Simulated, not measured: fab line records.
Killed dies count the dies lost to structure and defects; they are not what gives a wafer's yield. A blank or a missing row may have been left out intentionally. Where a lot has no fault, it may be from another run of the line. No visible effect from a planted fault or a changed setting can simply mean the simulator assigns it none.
Struck lot and sound lot, side by side -- flow n5_finfet -- 15 steps out of a route of 1938
Sound: these wafers, L475.2, L475.3, L475.6. Wafers L479.1, L479.2, L479.5 were the ones struck. At the end, the cause is stated.
Each step with rows lists, per side, the tool, then ch with its chambers, then its first start. Under that, the readings that differ: sound wafers -- struck wafers -- difference of the means -- sigmas: that difference in standard deviations of wafers without a fault.
alike: same words and numbers on both sides, and readings whose means sit less than 2 such deviations apart. not compared: any withheld reading, any reading some wafer has no value for, any bound like >300 that may hide the same value, and any number with overlapping values for which the record gives no deviation.
A row with sigmas, a row that says differs or no value, or rows on one side alone: a step with any of these is where the two part. Non-overlapping numbers with no deviation appear without sigmas and do not part them. A reading that every wafer of one side lacks parts them only if that side has two wafers or more.

first, 6 steps without rows for these wafers: N5_MIM_TOP_LITHO_EBR_04; N5_MIM_TOP_LITHO_SOFTBAKE_03 (time 90 s); N5_MIM_TOP_LITHO_EXPOSE_05 (exposes mask MIM TOP, target cd 2000 nm); N5_MIM_TOP_LITHO_PEB_06; N5_MIM_TOP_LITHO_DEVELOP_07 (develop time 60 s); N5_MIM_TOP_LITHO_HARDBAKE_09 (time 120 s).
N5_MIM_TOP_LITHO_CD_MEAS_08: target cd 2000 nm.
  sound on cd_sem-01 ch 0, day 15 09:55; struck on cd_sem-03 ch 0, day 14 22:25
  alike: cd_nm
N5_MIM_TOP_LITHO_OVL_MEAS_11:
  sound on overlay-02 ch 0, day 15 09:56; struck on overlay-02 ch 0, day 14 22:26
  alike: MIM_TOP_OVL
N5_MIM_TOP_LITHO_INSPECT_12: inspects for defects (macro).
  sound on defect_inspect-01 at day 15 09:58; struck on defect_inspect-01 at day 14 22:28
  alike: raw_defect_count
N5_MIM_TOP_LITHO_DESCUM_10: chemistry O2, time 7.9 s.
  sound on rie_diel-06 ch 2,3, day 15 09:59; struck on rie_diel-06 ch 0,1,3, day 14 22:30
  alike: drypump_motor_current_A, oes_product_au, rf_vpp_V, showerhead_plenum_p_Torr, throttle_valve_pct
  not compared: rf_hours_counter_h
N5_MIM_TOP_ETCH_ETCH_00: etches TiN in Cl2/BCl3, target depth 38.5 nm.
  sound on rie_metal-01 ch 0, day 15 10:07; struck on rie_metal-02 ch 0,1, day 14 22:35
  alike: drypump_motor_current_A, oes_product_au, throttle_valve_pct
  not compared: rf_hours_counter_h
N5_MIM_TOP_ETCH_STRIP_01: strips in O2.
  sound on rie_diel-05 ch 1,3, day 15 10:28; struck on rie_diel-04 ch 1,2, day 14 22:46
  alike: drypump_motor_current_A, oes_product_au, rf_vpp_V, showerhead_plenum_p_Torr, throttle_valve_pct
  not compared: rf_hours_counter_h
N5_MIM_TOP_ETCH_PECVD_03: deposits SiNx from SiH4/NH3/N2, target thk 20 nm, time 17.6 s.
  sound on pecvd-02 ch 0,1, day 15 10:32; struck on pecvd-02 ch 1,2, day 14 22:49
  no value came back on the struck wafers for any of 5 readings (chamber_pressure_Torr (Torr), heater_power_outer_w (W) and others); on the sound wafers chamber_pressure_Torr (Torr) reads 1.493 1.495 1.494
  not compared: since_wet_clean_h
then, 1 step without rows for these wafers: N5_MIM_BOT_LITHO_HMDS_01 (time 60 s).
N5_PASSIVATION_PROBE_49:
  only the struck wafers here have rows in the record (prober-01, day 15 09:28); the sound ones have none

== WHERE THEY PART ==
At N5_MIM_TOP_ETCH_PECVD_03 first; at N5_PASSIVATION_PROBE_49 last (within this record only).

WHY: what had been put in by the simulator
Whole step skipped at N5_MIM_TOP_ETCH_PECVD_03 on pecvd-02, starting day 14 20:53. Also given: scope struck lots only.
